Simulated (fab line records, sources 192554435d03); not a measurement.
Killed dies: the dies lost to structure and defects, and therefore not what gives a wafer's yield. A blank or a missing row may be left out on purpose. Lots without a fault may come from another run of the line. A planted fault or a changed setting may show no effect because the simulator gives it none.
Comparing a struck lot with a sound one -- flow n5Finfet -- 20 out of 1938 route steps
Sound: the wafers L424.3, L424.5, L424.6. The struck wafers were L441.1, L441.5, L441.6. The cause is given at the end.
Order at every step that has rows: each side's tool, ch and its chambers, its first start. Under that, the readings that differ: sound wafers -- struck wafers -- difference of the means -- sigmas: that difference in standard deviations of wafers without a fault.
alike: words and numbers the same on both sides, and readings whose means are apart by under 2 such deviations; not compared: readings that were withheld, readings missing a value for some wafer, numbers with overlapping values and no deviation given by the record, and bounds like >300 which may hide the same value.
A row with sigmas, a row that says differs or no value, or rows on one side alone: a step with any of these is where the two part. When numbers do not overlap yet have no deviation, they are printed without sigmas and do not part them. Lack of a reading on every wafer of one side parts them only where that side has two or more wafers.

first, 1 step without rows for these wafers: N5_MIM_TOP_LITHO_HARDBAKE_09 (time 120 s).
N5_MIM_TOP_LITHO_CD_MEAS_08 targets a cd of 2000 nm.
  sound on cdSem-01 ch 0, day 13 08:36; struck on cdSem-03 ch 0, day 17 22:22
  alike: cdNm
N5_MIM_TOP_LITHO_OVL_MEAS_11:
  sound on overlay-02 ch 0, day 13 08:38; struck on overlay-02 ch 0, day 17 22:23
  alike: MIM_TOP_OVL
N5_MIM_TOP_LITHO_INSPECT_12: inspects for defects (macro).
  sound: defectInspect-02 at day 13 08:39; struck: defectInspect-01 at day 17 22:25
  alike: rawDefectCount
N5_MIM_TOP_LITHO_DESCUM_10: chemistry O2, time 7.9 s.
  sound on rieDiel-04 ch 0,1,3, day 13 09:14; struck on rieDiel-03 ch 0,1, day 17 22:27
  alike: drypumpMotorCurrentA, oesProductAu, rfVppV, showerheadPlenumPTorr, tempC, throttleValvePct
  not compared: rfHoursCounterH
N5_MIM_TOP_ETCH_ETCH_00: etches TiN in Cl2/BCl3, target depth 38.5 nm.
  sound on rieMetal-01 ch 0,1, day 13 09:21; struck on rieMetal-01 ch 0,1, day 17 22:32
  alike: biasW, drypumpMotorCurrentA, mfcCl2Sccm, oesProductAu, throttleValvePct
  not compared: rfHoursCounterH
N5_MIM_TOP_ETCH_STRIP_01: strips in O2.
  sound on rieDiel-02 ch 0,1,3, day 13 09:27; struck on rieDiel-02 ch 0,3, day 17 22:43
  alike: drypumpMotorCurrentA, oesProductAu, rfVppV, showerheadPlenumPTorr, tempC, throttleValvePct
  not compared: rfHoursCounterH
N5_MIM_TOP_ETCH_PECVD_03: deposits SiNx from SiH4/NH3/N2, target thk 20 nm, time 17.6 s.
  sound on pecvd-03 ch 0,1, day 13 09:31; struck on pecvd-01 ch 0,1,2, day 17 22:47
  alike: heaterPowerOuterW, heaterPowerW, showerheadPlenumPTorr, showerheadVppV, throttleValvePct
then, 4 steps without rows for these wafers: N5_MIM_BOT_LITHO_HMDS_01 (time 60 s); N5_MIM_BOT_LITHO_COAT_02; N5_MIM_BOT_LITHO_EBR_04; N5_MIM_BOT_LITHO_SOFTBAKE_03 (time 90 s).
N5_MIM_BOT_LITHO_EXPOSE_05: exposes mask MIM BOT.
  sound on krfScanner-01 ch 0, day 13 09:50; struck on krfScanner-02 ch 0, day 17 23:05
reading,sound,struck,difference,sigmas
model.MIM_BOT_LITHO.overlayXNm (nm),5 5 5,564.8 564.8 564.8,+559.8,
  alike: mask
then, 3 steps without rows for these wafers: N5_MIM_BOT_LITHO_PEB_06; N5_MIM_BOT_LITHO_DEVELOP_07 (develop time 60 s); N5_MIM_BOT_LITHO_HARDBAKE_09 (time 120 s).
N5_MIM_BOT_LITHO_CD_MEAS_08 targets a cd of 3000 nm.
  sound on cdSem-01 ch 0, day 13 10:00; struck on cdSem-03 ch 0, day 17 23:16
  alike: cdNm
N5_MIM_BOT_LITHO_OVL_MEAS_11:
  sound on overlay-02 ch 0, day 13 10:02; struck on overlay-02 ch 0, day 17 23:17
reading,sound,struck,difference,sigmas
MIM_BOT_OVL (nm),5 5 -5,564 567 566,+564,+99 or more
N5_MIM_BOT_LITHO_INSPECT_12: inspects for defects (macro).
  sound: defectInspect-01 at day 13 10:03; struck: defectInspect-02 at day 17 23:19
  alike: rawDefectCount
next, for these wafers, 1 step has no rows: N5_PASSIVATION_PROBE_49.

## WHERE THEY PART
N5_MIM_BOT_LITHO_OVL_MEAS_11 only, going by this record. Later steps at which nothing parts them and some readings are alike: N5_MIM_BOT_LITHO_INSPECT_12.

WHY: whatever the simulator had introduced
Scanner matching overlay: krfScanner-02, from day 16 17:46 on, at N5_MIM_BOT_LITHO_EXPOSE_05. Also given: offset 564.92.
